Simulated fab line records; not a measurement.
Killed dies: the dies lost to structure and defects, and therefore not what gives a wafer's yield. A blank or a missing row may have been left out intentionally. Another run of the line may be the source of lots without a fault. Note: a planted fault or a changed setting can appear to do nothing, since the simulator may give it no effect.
Problem report, 8D (eight disciplines) form, completed by code -- flow nand_harc -- the parts of the form that need people (team, actions taken, sign-off) are left out

1. WHAT IS WRONG
NHARC_A_ONON_D2_THK_MEAS_30, thk_nm: mean 1099 nm over 1 wafer from 1 lot; wafers with no fault: 1001 nm, standard deviation 11. Relative to the usual mean, that is a shift of +8.9 standard deviations.
The step: measures by ellipsometry.
Seen first at day 20 17:58 on film_metro-01, wafer L529.6. Wafers with a number at this step in the record: 39, from 13 lots. Rule for "out", or "out of limits": more than 4 standard deviations from the usual mean. All remaining wafers that have a number are taken as sound.

2. WHAT IT IS, AND WHAT IT ISN'T
question,is,is not
which readings at this step,thk_nm,-
which lots,L529,"L512, L513, L514, L516, L517, L518, L519, L520, L521, L522, L533, L534"
which wafers of those lots,L529.6,"L529.1, L529.5"
read on which gauges,film_metro-01,film_metro-02
when,from day 20 17:58,"up to then (32 sound wafers); but 6 sound wafers of L533, L534 came after"

3. WHAT RULES OUT EACH SUSPECT
Counting: any tool at a process step up to the reading remains a suspect provided it ran every lot that is out. Sound lots after the first of them don't rule it out here, since some wafers of a struck lot are sound.
- the gauge at NHARC_A_ONON_D2_THK_MEAS_30: kept. All the wafers that are out were read on film_metro-01, and no step on other tools shows them out.
- cmp-01 at NHARC_A_DECK1_JOINT_CMP_02 (polishes SiOx): kept. It processed L529, the lot that is out, at day 20 04:10, and its most recent sound lot before then was L517 at day 14 17:52.
- pecvd_onon-04 at NHARC_A_ONON_D2_DEP_28 (target thk 1000 nm): kept. It processed L529, the lot that is out, at day 20 17:28, and its most recent sound lot before then was L520 at day 17 02:17.
- cmp-01, NHARC_A_DECK1_JOINT_CMP_02: wafers that are out in chamber 2, sound lot-mates in chambers 0, 3.
cmp-01 at NHARC_A_DECK1_JOINT_CMP_02, pecvd_onon-04 at NHARC_A_ONON_D2_DEP_28 and film_metro-01 at NHARC_A_ONON_D2_THK_MEAS_30 are what is left after counting.

4. THE CAUSE (what the simulator had put in)
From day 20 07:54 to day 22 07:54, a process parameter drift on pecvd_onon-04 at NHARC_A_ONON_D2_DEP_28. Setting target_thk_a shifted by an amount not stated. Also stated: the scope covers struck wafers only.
After counting, 3 suspects remain, this tool included.

5. SEQUENCE OF EFFECTS, ordered by route
Rows list readings where the struck wafers' mean (over those with a number) sits beyond 3 standard deviations from the usual. Only readings for which the record gives a usual standard deviation are gone through. hours: the time from each lot's start at the first step in this table that gives one to its start at this step, as a median over the lots. sigmas: the change in usual standard deviations.
hours,step,reading,usual,on struck wafers,change,sigmas
0,NHARC_A_ONON_D2_THK_MEAS_30,thk_nm,1001 nm,1099,+98,+8.9

6. HOW IT WOULD HAVE BEEN CAUGHT EARLIER
Counted from the fault's start at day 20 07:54, it took 10 hours until the first out-of-limits reading at a measuring or inspecting step in this record, taken at day 20 17:58.
No tool reading at NHARC_A_ONON_D2_DEP_28 that has a usual standard deviation in the record was out on any struck wafer, so an alarm limit of 4 standard deviations on those readings would not have fired.
All the lots that are out (1) had begun NHARC_A_ONON_D2_DEP_28 on pecvd_onon-04 by day 20 17:58. None of them would have been spared by holding the tool at that moment.
